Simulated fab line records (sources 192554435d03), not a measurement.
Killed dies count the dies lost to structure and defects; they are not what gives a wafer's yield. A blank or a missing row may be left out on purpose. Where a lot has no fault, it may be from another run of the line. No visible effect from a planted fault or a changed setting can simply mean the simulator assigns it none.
Matching of chambers ; flow n5Finfet ; cmp-03 running N5_GATE_CUT_CMP_02: 4 sister chambers
The step polishes, stops on SiO2, t overpolish 12.7 s, target thk 0 nm. 7 wafers are shown with their chamber, then 7 later ones without.

## WAFERS WITH THEIR CHAMBER
wafer;chamber;motorCurrentA (A);timeToEndpointS (s)
L079.5;1;8.5;32.5
L087.3;2;10.6;25.2
L089.3;3;10.7;27.5
L089.5;3;10.9;28.2
L089.6;0;9.2;29.9
L093.1;0;9.0;24.7
L093.3;2;10.3;26.4

## WAFERS MISSING THEIR CHAMBER
wafer;motorCurrentA (A);timeToEndpointS (s)
L093.4;11.0;24.1
L096.3;10.5;22.7
L096.4;9.1;25.3
L096.5;9.2;24.3
L097.3;10.4;25.1
L097.4;9.3;25.5
L097.6;10.7;23.9

## CHAMBER TAKEN BY EACH
wafer;from the rows above;in truth
L093.4;can't be placed: 3 or 2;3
L096.3;can't be placed: 2 or 3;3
L096.4;0;0
L096.5;0;0
L097.3;2;2
L097.4;0;0
L097.6;can't be placed: 2 or 3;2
Correctly placed: 4 of 7. Can't be placed from these rows: 3 (the true chamber is among the candidates in 3). Number placed wrongly: 0.
How it was worked out, from the rows above alone: a wafer's distance from a chamber is the root of the sum, over the readings, of the square of ((its reading less the chamber's mean) divided by the reading's scatter). The wafer belongs to the nearest chamber; if the next one is less than 2 further off, it can't be placed. Each chamber's mean is taken over the wafers shown for it. The scatter is the square root of a quotient: the sum, over the shown wafers, of each reading's squared deviation from its chamber's mean, divided by wafers minus chambers.
